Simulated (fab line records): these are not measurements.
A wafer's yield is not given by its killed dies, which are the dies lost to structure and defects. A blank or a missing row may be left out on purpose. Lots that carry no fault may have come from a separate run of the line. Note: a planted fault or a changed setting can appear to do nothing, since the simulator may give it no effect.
Problem report in the 8D (eight disciplines) form, filled by code / flow nand_harc / the parts of the form that need people (team, actions taken, sign-off) are left out

1. WHAT WENT WRONG
At NHARC_END_SORT_01, killed_at_periphery averages 631.0 over 6 wafers from 2 lots, while fault-free wafers read 3.8, standard deviation 2.8. That is +99 or more standard deviations from the usual mean.
Seen first at day 32 15:43 on prober-01, wafer L613.1. At this step, 39 wafers from 13 lots have a number in the record. Rule for "out" (also "out of limits"): further than 4 standard deviations from the usual mean. The other wafers with a number count as sound.

2. WHAT IT IS, WHAT IT ISN'T
question=which readings at this step | is=killed_at_periphery, killed_dies | is not=killed_at_array, killed_at_other, killed_open, killed_short
question=which lots | is=L613, L616 | is not=L595, L598, L599, L601, L603, L605, L606, L607, L609, L610, L617
question=which wafers of those lots | is=all that have a number | is not=-
question=read on which gauges | is=prober-01, prober-02 | is not=-
question=when | is=from day 32 15:43 | is not=up to then (30 sound wafers); but 3 sound wafers of L617 came after

3. WHAT RULES OUT EACH SUSPECT
Counting: any tool at a process step up to the reading is kept as a suspect provided that every lot that is out went through it and no sound lot did after the first of them.
- the gauge at NHARC_END_SORT_01 has been ruled out. The wafers that are out were read on 2 gauges (prober-01, prober-02).
- cmp-03 at NHARC_P_CONTACT_CMP_01 (polishes SiO2, target thk 200 nm): kept. All lots that are out passed through it, beginning with L613 at day 13 12:16, and no sound lot followed; its final sound lot before that point was L610 at day 12 07:04.
- rie_diel-02 at NHARC_P_CONTACT_ETCH_18 (etches the open film in C4F8/O2/Ar, target depth 481 nm, time 240.5 s): kept. All lots that are out passed through it, beginning with L613 at day 13 15:07, and no sound lot followed; its final sound lot before that point was L609 at day 11 21:38. With no start given for some of its lots, NHARC_P_CONTACT_ETCH_18 uses the hours and lot order of NHARC_P_CONTACT_ALD_22.
- ald_metal-03 at NHARC_P_CONTACT_ALD_22 (deposits TiN, target thk 3 nm, pulse time 1 s, ald cycles 150): kept. All lots that are out passed through it, beginning with L613 at day 13 15:07, and no sound lot followed; its final sound lot before that point was L610 at day 12 09:52.
The count leaves cmp-03 at NHARC_P_CONTACT_CMP_01, rie_diel-02 at NHARC_P_CONTACT_ETCH_18, and ald_metal-03 at NHARC_P_CONTACT_ALD_22.

4. THE CAUSE (what the simulator had put in)
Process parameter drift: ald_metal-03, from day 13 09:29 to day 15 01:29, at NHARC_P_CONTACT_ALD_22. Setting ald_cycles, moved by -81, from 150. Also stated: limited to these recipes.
3 suspects survive the count, and this tool is in that group.

5. SEQUENCE OF EFFECTS, ordered by route
One row per reading whose mean, taken over the struck wafers that have a number, lies over 3 standard deviations from the usual. Only readings whose record carries a usual standard deviation are examined. hours: median over the lots of the time between each lot's start at the first step of this table that gives one and its start at this step. sigmas: the change, counted in usual standard deviations.
hours=0; step=NHARC_END_SORT_01; reading=killed_at_periphery; usual=3.8; on struck wafers=631.0; change=+627.2; sigmas=+99 or more
hours=0; step=NHARC_END_SORT_01; reading=killed_dies; usual=60; on struck wafers=677; change=+617; sigmas=+32

6. WHAT WOULD HAVE CAUGHT IT SOONER
462 hours passed between the start of the fault at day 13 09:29 and the first reading out of limits at a measuring or inspecting step in this record, taken at day 32 15:43.
An alarm limit of 4 standard deviations would not have fired on the tool readings at NHARC_P_CONTACT_ALD_22 for which the record gives a usual standard deviation, since none of them was out on any struck wafer.
Each of the lots that are out, 2 in all, had begun NHARC_P_CONTACT_ALD_22 on ald_metal-03 no later than day 32 15:43. Tool hold at that time: it would have spared none of them.
